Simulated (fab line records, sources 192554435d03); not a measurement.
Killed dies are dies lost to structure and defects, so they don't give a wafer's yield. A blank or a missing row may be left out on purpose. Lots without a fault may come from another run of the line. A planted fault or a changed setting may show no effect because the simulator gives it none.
Which tool did it? | flow n5_finfet | 9 lots, 26 wafers sampled, at 1 step of a route of 1938

WHAT THE GAUGES READ, wafer by wafer
N5_BEOL_M3_OVL_MEAS_12.
lot  | measured     | on         | M3_OVL (nm)
L380 | day 7 02:41  | overlay-01 | 0.1 1.3 0.8
L385 | day 8 15:28  | overlay-01 | 1.5 0.9
L386 | day 8 21:43  | overlay-01 | -0.8 -1.1 -0.1
L387 | day 9 16:10  | overlay-01 | 0.9 -0.1 -0.3
L394 | day 10 23:59 | overlay-01 | -1.2 0.7 -0.1
L395 | day 11 05:43 | overlay-01 | -0.7 -0.5 0.7
L397 | day 12 02:28 | overlay-01 | 1.8 0.8 0.0
L400 | day 12 20:19 | overlay-01 | 0.8 0.1 0.0
L401 | day 13 02:29 | overlay-01 | -0.7 0.9 0.3

WHICH TOOL RAN EACH LOT (tool, then ch and the chambers of the sampled wafers, then the start)
The record holds no process step before these readings.

THE ANSWER, worked out from the rows above alone
Rule: what is usual is taken from the lots themselves. Put in order of their means at a reading, lots are off if they are a third of the lots or fewer, leave a main group of 4 or more, and stand apart from it by a gap of 3 or more times the standard deviation of the main group's means; of several such gaps the widest counts. A main group whose means are all the same, to the digits that the tables above print for the reading, isn't used. A lot without any number at a reading at which 4 lots or more have one is off too. The other lots that the step has rows for count as sound.
No lot is off at any reading shown: from this, nothing can be told.

WHAT THE SIMULATOR HAD PUT IN
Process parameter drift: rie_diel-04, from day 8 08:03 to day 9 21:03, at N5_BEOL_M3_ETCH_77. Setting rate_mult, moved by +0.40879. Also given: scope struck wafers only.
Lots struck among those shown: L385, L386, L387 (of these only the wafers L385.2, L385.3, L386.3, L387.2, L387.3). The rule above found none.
